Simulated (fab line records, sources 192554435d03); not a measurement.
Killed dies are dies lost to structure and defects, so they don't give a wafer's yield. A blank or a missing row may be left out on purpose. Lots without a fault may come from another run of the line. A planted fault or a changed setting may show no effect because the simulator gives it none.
Chamber matching | flow n5_finfet | N5_BEOL_M3_ETCH_69 on rie_diel-06: 4 sister chambers
The step etches SiARC in CF4, target depth 15.6 nm, time 26 s. 4 wafers are shown with their chamber, then 8 later ones without.

WAFERS WITH THEIR CHAMBER
wafer  | chamber | showerhead_plenum_p_Torr (Torr)
L086.1 | 1       | 2.11
L090.5 | 3       | 1.99
L091.5 | 0       | 2.19
L093.1 | 2       | 2.24

WAFERS WITHOUT THEIR CHAMBER
wafer  | showerhead_plenum_p_Torr (Torr)
L093.5 | 2.24
L093.6 | 1.98
L095.1 | 2.11
L095.3 | 2.23
L095.5 | 2.18
L097.2 | 2.18
L097.3 | 2.23
L097.4 | 2.11

WHICH CHAMBER EACH WENT THROUGH
wafer  | from the rows above | in truth
L093.5 | 2                   | 2
L093.6 | 3                   | 3
L095.1 | 1                   | 1
L095.3 | 2                   | 2
L095.5 | 0                   | 0
L097.2 | 0                   | 0
L097.3 | 2                   | 2
L097.4 | 1                   | 1
Placed correctly: 8 of 8. Can't be placed from these rows: 0. Placed wrongly: 0.
How it was worked out, from the rows above alone: a wafer's distance from a chamber is the root of the sum, over the readings, of the square of ((its reading less the chamber's mean) divided by the reading's scatter). The wafer belongs to the nearest chamber; if the next one is less than 2 further off, it can't be placed. A chamber's mean is the mean of its shown wafers. The scatter: with one shown wafer a chamber, the root of the mean of the squares of how far each hidden wafer lies from its nearest shown one.
